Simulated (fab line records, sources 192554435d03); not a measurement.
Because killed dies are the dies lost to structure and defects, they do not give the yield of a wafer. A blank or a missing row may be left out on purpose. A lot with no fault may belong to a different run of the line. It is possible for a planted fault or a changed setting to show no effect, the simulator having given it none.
fab line records :: flow n5Finfet
record
  lots=3
  wafers=8
  lastDay=16
route steps=1938 shown BEOL_M4@1099 BEOL_M5@1112 BEOL_M9@1422 PASSIVATION@1936
lots with no fault: from the same line, run without faults
startH: hours from the record's opening day to when the first of the lot's shown wafers began :: waitH: how many hours have passed since the lot's step before this one :: " as in the row above :: L1.1+2: several wafers, shown together as one row :: - value missing, or start not given :: * or withheld: withheld :: < > ~ a bound
route shown NAME@n: names a module that has steps shown in the file, with the first one's number in the route :: usual: average and standard deviation across the fault-free wafers :: same: alike in all rows :: chamber/n: place in a boat :: sites: the reading at each site :: _std_site: the standard deviation of these :: _edge_site: outer sites' mean less inner sites' :: radiusMm: for every site, how far away it sits from the centre of the wafer :: mask NAME#n: copy n :: behind: the last tool/chamber to shape the wafer :: hold: the reason the lot was held/the length of the hold in hours/how it ended :: device: transistor that didn't switch, given as n, p or np :: end of line: the same wafers' tests at the end of the route :: a step without rows: its recipe alone :: killed: the dies lost at the first sort to structure and to defects; this is not the yield of the wafer :: map: a wafer's dies, x killed, . not, _ none there
set.NAME: the setting that was run; set.NAME@STEP: the one run at that earlier step :: model.NAME: the simulator's own value behind a step, which no gauge read
certain route steps with their lots: each step a table, each wafer a row
## steps
# step N5_BEOL_M4_ANNEAL_95
# recipe
  tempC=400
  timeS=240
  ambient=vacuum
# step N5_BEOL_M4_SPUTTER_96
# recipe
  material=Cu
  targetThkA=45
  tempC=-20
  chamberPressurePa=0.07
  powerW=withheld
  timeS=8.29
# step N5_BEOL_M4_ECD_50
# recipe
  material=Cu
  targetThkA=3000
# step N5_BEOL_M4_ANNEAL_51
# recipe
  tempC=225
  timeS=90
  ambient=N2
# step N5_BEOL_M4_CMP_52
# recipe
  stopOn=SiOC
  tOverpolishS=6.8
  downForcePsi=1
  platenRpm=50
  clearingPlatenDownForcePsi=1.5
  clearingPlatenRpm=50
  postCmpClean=cuAlkaline
  targetThkNm=40
  clearingPlatenPadVelocityMS=0.99484
  padVelocityMS=0.99484
# step N5_BEOL_M4_PRE_CLEAN_60
# recipe
  gas=NH3/H2
  timeS=15
  tempC=*
  rfPowerW=300
# step N5_BEOL_M4_CO_CAP_55
# recipe
  material=Co
  targetThkA=20
  tempC=200
  precursor=CCTBA/H2
  pressureTorr=30
  timeS=102.1
# step N5_BEOL_M4_PRE_CLEAN_56
# recipe
  gas=NH3
  timeS=15
  tempC=withheld
  rfPowerW=300
# step N5_BEOL_M4_DEP_57
# recipe
  material=SiCN
  targetThkA=80
  tempC=withheld
  precursor=3MS/NH3
  pressureTorr=3
  rfW=202
  timeS=14
# step N5_BEOL_M4_RC_MEAS_101
# usual
  DIBL_N=37.5/2.5
  DIBL_P=38/3.1
  IOFF_N=0.19/0.059
  IOFF_P=0.24/0.061
  ION_N=679/16
  ION_P=465/9.8
  SS_N=72.0/0.8
  SS_P=73.7/0.86
  VT_N=248/4.5
  VT_P=-249/3.5
lot.wafer: L522.4
tool: prober-01
chamber: 0
startH: 225.88
waitH: 0.5
DIBL_N[mV/V]: 40.4
DIBL_P[mV/V]: 40
IOFF_N[nA/um]: 0.25
IOFF_P[nA/um]: 0.35
ION_N[uA/um]: 711
ION_P[uA/um]: 486
SS_N[mV/dec]: 72.9
SS_P[mV/dec]: 74.3
VT_N[mV]: 243
VT_P[mV]: -241

lot.wafer: L522.5
tool: prober-01
chamber: 0
startH: 225.88
waitH: 0.5
DIBL_N[mV/V]: 36.9
DIBL_P[mV/V]: 35
IOFF_N[nA/um]: 0.15
IOFF_P[nA/um]: 0.23
ION_N[uA/um]: 672
ION_P[uA/um]: 469
SS_N[mV/dec]: 71.4
SS_P[mV/dec]: 73.4
VT_N[mV]: 250
VT_P[mV]: -247

lot.wafer: L522.6
tool: prober-01
chamber: 0
startH: 225.88
waitH: 0.5
DIBL_N[mV/V]: 37.5
DIBL_P[mV/V]: 36
IOFF_N[nA/um]: 0.16
IOFF_P[nA/um]: 0.23
ION_N[uA/um]: 686
ION_P[uA/um]: 472
SS_N[mV/dec]: 71.7
SS_P[mV/dec]: 73.4
VT_N[mV]: 252
VT_P[mV]: -247

lot.wafer: L525.2
tool: prober-02
chamber: 0
startH: 253.39
waitH: 0.2
DIBL_N[mV/V]: 37.7
DIBL_P[mV/V]: 38
IOFF_N[nA/um]: 0.20
IOFF_P[nA/um]: 0.22
ION_N[uA/um]: 663
ION_P[uA/um]: 450
SS_N[mV/dec]: 71.7
SS_P[mV/dec]: 73.8
VT_N[mV]: 244
VT_P[mV]: -250

lot.wafer: L525.5
tool: prober-02
chamber: 0
startH: 253.39
waitH: 0.2
DIBL_N[mV/V]: 35.4
DIBL_P[mV/V]: 35
IOFF_N[nA/um]: 0.16
IOFF_P[nA/um]: 0.18
ION_N[uA/um]: 665
ION_P[uA/um]: 454
SS_N[mV/dec]: 72.1
SS_P[mV/dec]: 73.3
VT_N[mV]: 249
VT_P[mV]: -255

lot.wafer: L525.6
tool: prober-02
chamber: 0
startH: 253.39
waitH: 0.2
DIBL_N[mV/V]: 36.9
DIBL_P[mV/V]: 36
IOFF_N[nA/um]: 0.17
IOFF_P[nA/um]: 0.19
ION_N[uA/um]: 658
ION_P[uA/um]: 445
SS_N[mV/dec]: 71.6
SS_P[mV/dec]: 73.3
VT_N[mV]: 250
VT_P[mV]: -253

lot.wafer: L529.1
tool: prober-02
chamber: 0
startH: 262.67
waitH: 0.0
DIBL_N[mV/V]: 39.4
DIBL_P[mV/V]: 41
IOFF_N[nA/um]: 0.22
IOFF_P[nA/um]: 0.26
ION_N[uA/um]: 705
ION_P[uA/um]: 478
SS_N[mV/dec]: 72.4
SS_P[mV/dec]: 73.8
VT_N[mV]: 247
VT_P[mV]: -248

lot.wafer: L529.3
tool: prober-02
chamber: 0
startH: 262.67
waitH: 0.0
DIBL_N[mV/V]: 37.8
DIBL_P[mV/V]: 39
IOFF_N[nA/um]: 0.20
IOFF_P[nA/um]: 0.24
ION_N[uA/um]: 682
ION_P[uA/um]: 464
SS_N[mV/dec]: 72.4
SS_P[mV/dec]: 74.1
VT_N[mV]: 248
VT_P[mV]: -250
# step N5_BEOL_M5_ILD_DEP_00
# recipe
  material=SiCOH_lowk
  targetThkA=1406.4
  tempC=300
  precursor=DEMS/porogen
  pressureTorr=5
  rfW=500
  timeS=25.9
# step N5_BEOL_M5_CURE_79
# recipe
  tempC=385
  timeS=240
  ambient=He/Ar
  material=SiCOH_lowk
# step N5_BEOL_M5_PECVD_70
# recipe
  material=SiO2
  targetThkA=160
  tempC=400
  precursor=TEOS/O2
  pressureTorr=5.5
  rfW=450
  teosFlowSccm=53.8
  gas=O2
  flowSccm=3000
  timeS=18
# step N5_BEOL_M5_HM_DEP_02
# recipe
  material=TiN
  targetThkA=200
  tempC=25
  chamberPressurePa=0.49996
# step N5_BEOL_M5_COAT_59
# recipe
  resist=SOC
  tempC=250
  timeS=60
  spinRpm=1500
  resistThkNm=60
# step N5_BEOL_M5_COAT_60
# recipe
  resist=SiARC
  tempC=220
  timeS=60
  spinRpm=1500
  resistThkNm=12
# step N5_BEOL_M5_COAT_71
# recipe
  resist=underlayer
  tempC=205
  timeS=60
  spinRpm=1500
  resistThkNm=5
# step N5_BEOL_M5_COAT_05
# recipe
  resist=CAR-EUV
  spinRpm=1500
  resistThkNm=30
# step N5_BEOL_M5_EBR_07
# recipe
  solvent=PGMEA
  ebrWidthMm=1.5
# step N5_BEOL_M5_SOFTBAKE_06
# recipe
  tempC=110
  timeS=60
  resist=CAR-EUV
# step N5_BEOL_M5_EXPOSE_08
# recipe
  maskId=M5
  na=0.33
  sourceShape=annular
  sigmaInner=0.4
  sigmaOuter=0.8
  polarization=unpolarized
  targetCdNm=28
  doseMj=35.75
# step N5_BEOL_M5_PEB_09
# recipe
  pebTempC=100
  pebTimeS=60
  resist=CAR-EUV
# step N5_BEOL_M5_DEVELOP_10
# recipe
  developTimeS=30
  developer=TMAH
  resist=CAR-EUV
  rinseLiquid=surfactantRinse
  dry=airSpin
  devTempC=23
# step N5_BEOL_M5_DESCUM_16
# recipe
  chemistry=O2
  timeS=7
  sourcePowerW=50
  biasPowerW=20
  pressureMtorr=20
  rfFrequencyHz=2.712e+07
  tempC=40
  resist=CAR-EUV
  o2FlowSccm=225
# step N5_BEOL_M5_ETCH_72
# recipe
  chemistry=N2/H2
  target=underlayer
  targetDepthA=65
  maskMaterial=CAR-EUV
  timeS=5.2
  ionEnergyEv=200
  pressureMtorr=30
  sourceW=840
  biasW=150
  n2FlowSccm=200
  h2FlowSccm=200
  ends=cleared
# step N5_BEOL_M5_ETCH_61
# recipe
  chemistry=CF4
  target=SiARC
  targetDepthA=156
  maskMaterial=CAR-EUV
  timeS=26
  ionEnergyEv=80
  pressureMtorr=40
  sourceW=545
  biasW=36
  Ar_flow_sccm=100
  cf4FlowSccm=100
  ends=cleared
# step N5_BEOL_M5_ETCH_62
# recipe
  chemistry=N2/H2
  target=SOC
  targetDepthA=750
  overetchA=150
  maskMaterial=SiARC
  tempC=40
  timeS=112.5
  ionEnergyEv=200
  pressureMtorr=30
  sourceW=840
  biasW=150
  n2FlowSccm=200
  h2FlowSccm=200
# step N5_BEOL_M5_STRIP_63
# recipe
  chemistry=N2/H2
  tempC=40
  n2FlowSccm=200
  h2FlowSccm=200
  rfFrequencyHz=6e+07
# step N5_BEOL_M5_STRIP_73
# recipe
  chemistry=N2/H2
  tempC=40
  n2FlowSccm=200
  h2FlowSccm=200
  rfFrequencyHz=6e+07
# step N5_BEOL_M5_STRIP_64
# recipe
  chemistry=CF4
  resist=SiARC
  powerW=300
  biasPowerW=75
  pressureMtorr=50
  cf4FlowSccm=150
  rfFrequencyHz=6e+07
# step N5_BEOL_M5_HM_OPEN_17
# recipe
  chemistry=Cl2/BCl3
  targetDepthA=200
  overetchA=60
  target=TiN
  maskMaterial=SOC
  ionEnergyEv=150
  pressureMtorr=10
  icpW=1000
  biasW=126
  Cl2_flow_sccm=53.25
  bcl3FlowSccm=21.75
  Ar_flow_sccm=25
# step N5_BEOL_M5_STRIP_19
# recipe
  chemistry=O2
  powerW=400
  tempC=40
  pressureMtorr=30
  rfFrequencyHz=6e+07
  biasPowerW=0
  overashFraction=0.2
  o2FlowSccm=225
# step N5_BEOL_M5_COAT_65
# recipe
  resist=SOC
  tempC=250
  timeS=60
  spinRpm=1500
  resistThkNm=60
# step N5_BEOL_M5_COAT_66
# recipe
  resist=SiARC
  tempC=220
  timeS=60
  spinRpm=1500
  resistThkNm=12
# step N5_BEOL_M9_HM_OPEN_17
# recipe
  chemistry=Cl2/BCl3
  targetDepthA=200
  overetchA=60
  target=TiN
  maskMaterial=SOC
  ionEnergyEv=150
  pressureMtorr=10
  icpW=1000
  biasW=126
  Cl2_flow_sccm=53.25
  bcl3FlowSccm=21.75
  Ar_flow_sccm=25
# usual
  drypumpMotorCurrentA=5.7/0.54
  oesProductAu=0.68/0.093
  rfFwdPowerW=991/4.3
  throttleValvePct=22.09/0.27
lot.wafer: L522.4
tool: rieMetal-01
chamber: 0
startH: 264.38
waitH: 0.1
drypumpMotorCurrentA: 4.8
oesProductAu: 0.54
rfFwdPowerW: 990
rfHoursCounterH: -
throttleValvePct: 22.01
model.SOC_of_BEOL_M9_COAT_59.thkNm: 92.2
model.etch.depthNm: 19.68

lot.wafer: L522.5
tool: rieMetal-01
chamber: 0
startH: 264.38
waitH: 0.1
drypumpMotorCurrentA: 4.8
oesProductAu: 0.54
rfFwdPowerW: 988
rfHoursCounterH: -
throttleValvePct: 22.00
model.SOC_of_BEOL_M9_COAT_59.thkNm: 92.6
model.etch.depthNm: 19.71

lot.wafer: L522.6
tool: rieMetal-01
chamber: 1
startH: 264.38
waitH: 0.1
drypumpMotorCurrentA: 5.8
oesProductAu: 0.67
rfFwdPowerW: 987
rfHoursCounterH: -
throttleValvePct: 21.82
model.SOC_of_BEOL_M9_COAT_59.thkNm: 92.4
model.etch.depthNm: 20.16

lot.wafer: L525.2
tool: rieMetal-01
chamber: 1
startH: 299.14
waitH: 0.0
drypumpMotorCurrentA: 5.8
oesProductAu: 0.66
rfFwdPowerW: 985
rfHoursCounterH: 48
throttleValvePct: 21.85
model.SOC_of_BEOL_M9_COAT_59.thkNm: 92
model.etch.depthNm: 20.1

lot.wafer: L525.5
tool: rieMetal-01
chamber: 1
startH: 299.14
waitH: 0.0
drypumpMotorCurrentA: 5.8
oesProductAu: 0.67
rfFwdPowerW: 989
rfHoursCounterH: -
throttleValvePct: 21.84
model.SOC_of_BEOL_M9_COAT_59.thkNm: 92
model.etch.depthNm: 20.34

lot.wafer: L525.6
tool: rieMetal-01
chamber: 0
startH: 299.14
waitH: 0.0
drypumpMotorCurrentA: 4.8
oesProductAu: 0.55
rfFwdPowerW: 987
rfHoursCounterH: -
throttleValvePct: 22.01
model.SOC_of_BEOL_M9_COAT_59.thkNm: 91.8
model.etch.depthNm: 20.32

lot.wafer: L529.1
tool: rieMetal-01
chamber: 1
startH: 301.77
waitH: 0.0
drypumpMotorCurrentA: 5.8
oesProductAu: 0.61
rfFwdPowerW: 988
rfHoursCounterH: 48
throttleValvePct: 21.95
model.SOC_of_BEOL_M9_COAT_59.thkNm: 95.2
model.etch.depthNm: 16.9

lot.wafer: L529.3
tool: rieMetal-01
chamber: 1
startH: 301.77
waitH: 0.0
drypumpMotorCurrentA: 5.8
oesProductAu: 0.65
rfFwdPowerW: 992
rfHoursCounterH: -
throttleValvePct: 21.87
model.SOC_of_BEOL_M9_COAT_59.thkNm: 92.6
model.etch.depthNm: 19.6
# step N5_BEOL_M9_OCD_MEAS_38
# usual
  trenchDepthNm=152/3.2
lot.wafer: L522.4
tool: ocd-01
chamber: -
startH: 266.65
waitH: -
trenchDepthNm: 148

lot.wafer: L522.5
tool: ocd-01
chamber: -
startH: 266.65
waitH: -
trenchDepthNm: 150

lot.wafer: L522.6
tool: ocd-01
chamber: -
startH: 266.65
waitH: -
trenchDepthNm: 147

lot.wafer: L525.2
tool: ocd-02
chamber: -
startH: 300.53
waitH: -
trenchDepthNm: 153

lot.wafer: L525.5
tool: ocd-02
chamber: -
startH: 300.53
waitH: -
trenchDepthNm: 153

lot.wafer: L525.6
tool: ocd-02
chamber: -
startH: 300.53
waitH: -
trenchDepthNm: 155

lot.wafer: L529.1
tool: ocd-02
chamber: -
startH: 303.30
waitH: -
trenchDepthNm: 83

lot.wafer: L529.3
tool: ocd-02
chamber: -
startH: 303.30
waitH: -
trenchDepthNm: 150
# step N5_PASSIVATION_PROBE_49
# usual
  defectLimitedYield=91.0/1.4
  killed_at_M0_to_M3=35/10
  killed_at_M4_up=14/5.5
  killedAtContacts=13/5.6
  killedAtFrontEnd=41/11
  killedAtOther=4/3.4
  killedDies=106/16
  killedOnRim=13/4
  killedOpen=68/12
  killedShort=35/7.3
  sort_bin_5_function=5.3/0.89
  sort_bin_6_memory=3.4/0.67
  sort_bin_8_speed=0.01/0.11
  sortNPass=1070/28
  sortYieldPct=90.7/2.4
# same
  grossDies=1180
  killedAtBackSide=0
  sort_bin_4_leakage[%]=0
lot.wafer: L522.4
tool: prober-01
chamber: -
startH: 320.82
waitH: 0.2
defectLimitedYield[%]: 93.0
killed_at_M0_to_M3: 27
killed_at_M4_up: 19
killedAtContacts: 4
killedAtFrontEnd: 33
killedAtOther: 0
killedDies: 83
killedOnRim: 8
killedOpen: 61
killedShort: 21
sort_bin_5_function[%]: 4.7
sort_bin_6_memory[%]: 2.0
sort_bin_8_speed[%]: 0
sortNPass: 1097
sortYieldPct[%]: 93.0

lot.wafer: L522.5
tool: prober-01
chamber: -
startH: 320.87
waitH: 0.2
defectLimitedYield[%]: 91.2
killed_at_M0_to_M3: 43
killed_at_M4_up: 10
killedAtContacts: 13
killedAtFrontEnd: 36
killedAtOther: 2
killedDies: 104
killedOnRim: 13
killedOpen: 70
killedShort: 30
sort_bin_5_function[%]: 4.8
sort_bin_6_memory[%]: 3.6
sort_bin_8_speed[%]: 0
sortNPass: 1076
sortYieldPct[%]: 91.2

lot.wafer: L522.6
tool: prober-01
chamber: -
startH: 320.92
waitH: 0.3
defectLimitedYield[%]: 89.7
killed_at_M0_to_M3: 58
killed_at_M4_up: 11
killedAtContacts: 11
killedAtFrontEnd: 37
killedAtOther: 4
killedDies: 121
killedOnRim: 11
killedOpen: 77
killedShort: 39
sort_bin_5_function[%]: 5.7
sort_bin_6_memory[%]: 4.2
sort_bin_8_speed[%]: 0
sortNPass: 1059
sortYieldPct[%]: 89.7

lot.wafer: L525.2
tool: prober-02
chamber: -
startH: 376.53
waitH: 0.1
defectLimitedYield[%]: 95.1
killed_at_M0_to_M3: 12
killed_at_M4_up: 10
killedAtContacts: 5
killedAtFrontEnd: 31
killedAtOther: 0
killedDies: 58
killedOnRim: 10
killedOpen: 35
killedShort: 22
sort_bin_5_function[%]: 3.0
sort_bin_6_memory[%]: 1.9
sort_bin_8_speed[%]: 0
sortNPass: 1122
sortYieldPct[%]: 95.1

lot.wafer: L525.5
tool: prober-02
chamber: -
startH: 376.68
waitH: 0.2
defectLimitedYield[%]: 92.2
killed_at_M0_to_M3: 31
killed_at_M4_up: 15
killedAtContacts: 8
killedAtFrontEnd: 36
killedAtOther: 2
killedDies: 92
killedOnRim: 15
killedOpen: 59
killedShort: 31
sort_bin_5_function[%]: 4.4
sort_bin_6_memory[%]: 3.1
sort_bin_8_speed[%]: 0.08
sortNPass: 1088
sortYieldPct[%]: 92.2

lot.wafer: L525.6
tool: prober-02
chamber: -
startH: 376.73
waitH: 0.3
defectLimitedYield[%]: 93.9
killed_at_M0_to_M3: 25
killed_at_M4_up: 4
killedAtContacts: 10
killedAtFrontEnd: 28
killedAtOther: 5
killedDies: 72
killedOnRim: 7
killedOpen: 43
killedShort: 26
sort_bin_5_function[%]: 3.6
sort_bin_6_memory[%]: 2.3
sort_bin_8_speed[%]: 0.17
sortNPass: 1106
sortYieldPct[%]: 93.7

lot.wafer: L529.1
tool: prober-02
chamber: -
startH: 380.56
waitH: 0.0
defectLimitedYield[%]: 49.5
killed_at_M0_to_M3: 42
killed_at_M4_up: 483
killedAtContacts: 30
killedAtFrontEnd: 40
killedAtOther: 1
killedDies: 596
killedOnRim: 99
killedOpen: 85
killedShort: 36
sort_bin_5_function[%]: 46.1
sort_bin_6_memory[%]: 3.9
sort_bin_8_speed[%]: 0
sortNPass: 584
sortYieldPct[%]: 49.5

lot.wafer: L529.3
tool: prober-02
chamber: -
startH: 380.66
waitH: 0.1
defectLimitedYield[%]: 88.0
killed_at_M0_to_M3: 49
killed_at_M4_up: 5
killedAtContacts: 29
killedAtFrontEnd: 54
killedAtOther: 5
killedDies: 142
killedOnRim: 21
killedOpen: 93
killedShort: 42
sort_bin_5_function[%]: 6.2
sort_bin_6_memory[%]: 5.3
sort_bin_8_speed[%]: 0
sortNPass: 1038
sortYieldPct[%]: 88.0
# killed by level:class
L522.4 BEOL_M1:geometricParticle:open=11 BEOL_M4:geometricParticle:open=9 DUMMY_GATE:geometricParticle:open=8 FIN_SAQP:geometricParticle:open=6 STARTING-WAFER:geometricParticle:short=4 MOL_CONTACT_COAG:geometricParticle:open=4 BEOL_M3:geometricParticle:open=4 BEOL_M1:geometricParticle:short=3
L522.5 BEOL_M0_SAQP:geometricParticle:open=12 MOL_CONTACT_COAG:geometricParticle:open=10 BEOL_M0_SAQP:geometricParticle:short=10 BEOL_M1:geometricParticle:open=10 FIN_SAQP:geometricParticle:open=8 DUMMY_GATE:geometricParticle:open=8 FIN_SAQP:geometricParticle:short=6 STI_FIN_REVEAL:geometricParticle:open=4
L522.6 BEOL_M3:geometricParticle:open=19 FIN_SAQP:geometricParticle:open=11 BEOL_M0_SAQP:geometricParticle:short=9 BEOL_M0_SAQP:geometricParticle:open=8 BEOL_M2:geometricParticle:open=8 GATE_CUT:geometricParticle:short=6 MOL_CONTACT_COAG:geometricParticle:open=6 DUMMY_GATE:geometricParticle:open=5
L525.2 STI_FIN_REVEAL:geometricParticle:open=8 FIN_SAQP:geometricParticle:short=7 BEOL_M0_SAQP:geometricParticle:open=6 MOL_CONTACT_COAG:geometricParticle:open=4 STI_FIN_REVEAL:geometricParticle:short=4 DUMMY_GATE:geometricParticle:open=3 BEOL_M5:geometricParticle:open=3 SPACER0:geometricParticle:short=2
L525.5 FIN_SAQP:geometricParticle:short=12 BEOL_M0_SAQP:geometricParticle:open=9 FIN_SAQP:geometricParticle:open=7 MOL_CONTACT_COAG:geometricParticle:open=7 BEOL_M0_SAQP:geometricParticle:short=7 BEOL_M7:geometricParticle:open=5 DUMMY_GATE:geometricParticle:open=4 BEOL_M1:geometricParticle:open=4
L525.6 STI_FIN_REVEAL:geometricParticle:open=7 MOL_CONTACT_COAG:geometricParticle:open=7 FIN_SAQP:geometricParticle:short=5 BEOL_M3:geometricParticle:open=5 BEOL_M2:geometricParticle:open=5 BEOL_M0_SAQP:geometricParticle:short=4 FIN_SAQP:geometricParticle:open=3 STI_FIN_REVEAL:geometricParticle:short=3
L529.1 BEOL_M9:areaOpen=472 MOL_CONTACT_COAG:geometricParticle:open=21 BEOL_M0_SAQP:geometricParticle:open=13 STI_FIN_REVEAL:geometricParticle:open=11 BEOL_M2:geometricParticle:open=11 MOL_CONTACT_COAG:geometricParticle:short=9 BEOL_M0_SAQP:geometricParticle:short=6 FIN_SAQP:geometricParticle:open=6
L529.3 MOL_CONTACT_COAG:geometricParticle:open=26 BEOL_M0_SAQP:geometricParticle:open=20 BEOL_M0_SAQP:geometricParticle:short=12 FIN_SAQP:geometricParticle:short=11 STI_FIN_REVEAL:geometricParticle:open=11 BEOL_M2:geometricParticle:open=9 FIN_SAQP:geometricParticle:open=7 GATE_CUT:geometricParticle:open=6
# map L529.1 (x killed, . not)
_________________xxxxxxx.x.xx________________
______________x.x.xxx.xxxxxxxxx._____________
___________xxxxxxxx..x...xxxxxxxx..__________
__________xxxxxx....xxxx.xxx.x.x.x.x_________
________.x.x.xxxxx.x..xxxxx.x..xxxxxxx_______
_______.xxxxxxx.x.x.xxx.x..x...x.xxxxxx______
______xxxxxxxxxx.x...x.xxxxx.xxxx...xxxx_____
_____xxxxxx.xxxxx.....x.x.xx......xxxxx.x____
____.xxxx.x.xxxx.x..........x.....x..x.xxx___
___xxx.x...xxxxxxxx.xx.xxx..x.x.......xxxxx__
___xx.x.x..xx..xxxxxxxx.xx.....xxx...x..xxx__
__xx.x.xxxxxx..xx.x.xx.x.....x..x.x.x..x..xx_
__x..x.xx.x.xxxxx..xxx.............x.....xx._
_xxx.xx.xxxxxxx....x...x.......x..x.x....xxxx
_xxxxx..xxx.xx..x......x.......xxx........x..
_xxxx.xxx.x...xxx....xx...xxx.x....x......xx.
_xxxxx.x..x.xx..x.xxx....x.x.xx.x.x..x.xx....
_.xxxxxx.xx..x.x.xx..x...x....x.x.........x..
_x.xx.xxx.xx........x.......xxxx...x........x
_xx..xxxx..............x.x...xx.x..xx.x..xx..
_xx..xxxx.xx....xxx.xx...........x..x..xx...x
__...xxxx..x..xx....x.....x.x.....xxx.x.x.xx_
__xxx.x.xxxx.xxx.......x.......x.x...xxxx..._
___xxxxxxxx..x.x..x.x.xx.......x..xxxxx..x.__
___xxx.xxxxx................xx...x...xxxx..__
____....x.x....xxx.x.x..xx..x..x..x..x.xx.___
_____xxx..xx.xx......x.xx...xxxx..x..xxxx____
______..x.xx...x.....xxxxxx.xx.....x.xxx_____
_______.....x......x.xxxx.xx.xxx.x.xxx.______
________x..x.x.x.xxx..xx.xx.xx....x..._______
__________.xx.xxxx.xx.x.xxxx.xx..x.._________
___________xxxxxxxxx.xx..xxxx.xx.x.__________
______________.x.xxxxx..xxxxx..x_____________
_________________xxxxxx.x...x________________
# map L522.6 (x killed, . not)
_________________............________________
______________.................._____________
___________......x..x..............__________
__________.........................._________
________..........x.x...x.x.......x.x._______
_______x...............................______
______................x......x..xx......_____
_____.x.....................xx...........____
____........x...............xx............___
___............x.............xx...x.......x__
___.......x.xx........x...........x..x.....__
__......x........x.......x....x.......x....._
__............x.........xx....xx.....xx.x..._
_................x......................x....
_............xx........................x.....
_.........x.x........x..x.....x.....x........
_.....x....x.......x..........x..............
_.........x...............x.x..............x.
_........x..x...........x..........x........x
_x.......x................x.......x.x........
_x......x.............x........x.x...........
__............x.................xx.........._
__.x...x...x...x...........x................_
___......x.............xx.........x..x.....__
___.................x.xx..........x........__
____...x.........x.xx.x....x.........x....___
_____.......x....x.............x.........____
______............x.x.........x........._____
_______....................x...........______
________........x........x.x........x._______
__________..x...........x..xx......._________
___________.........x.........x...x__________
______________..........x......._____________
_________________..x.........________________
## key
firstSign
  step=N5_BEOL_M9_OCD_MEAS_38
  reading=trenchDepthNm
  direction=down
  sigmas=21
  usual=152
  struck=83
effect
  step=N5_PASSIVATION_PROBE_49
  reading=killed_at_M4_up
  direction=up
  sigmas=86
  usual=14
  struck=483
modelEffect
  step=N5_BEOL_M9_HM_OPEN_17
  value=SOC_of_BEOL_M9_COAT_59.thkNm
  without=92.4
  struck=95.2
moreKillsBornAt
  N5_BEOL_M9_HM_OPEN_17@rieMetal-01=472
metAt N5_BEOL_M9_HM_OPEN_17
struckWafers L529.1
onsetBetween 299.14 301.77
fault
  kind=processParameterDrift
  tool=rieMetal-01
  chamber=-
  onsetH=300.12
  steps=N5_BEOL_M9_HM_OPEN_17
  channel=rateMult
  offset=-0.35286
  shape=step
  endH=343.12
  scope=struckWafersOnly
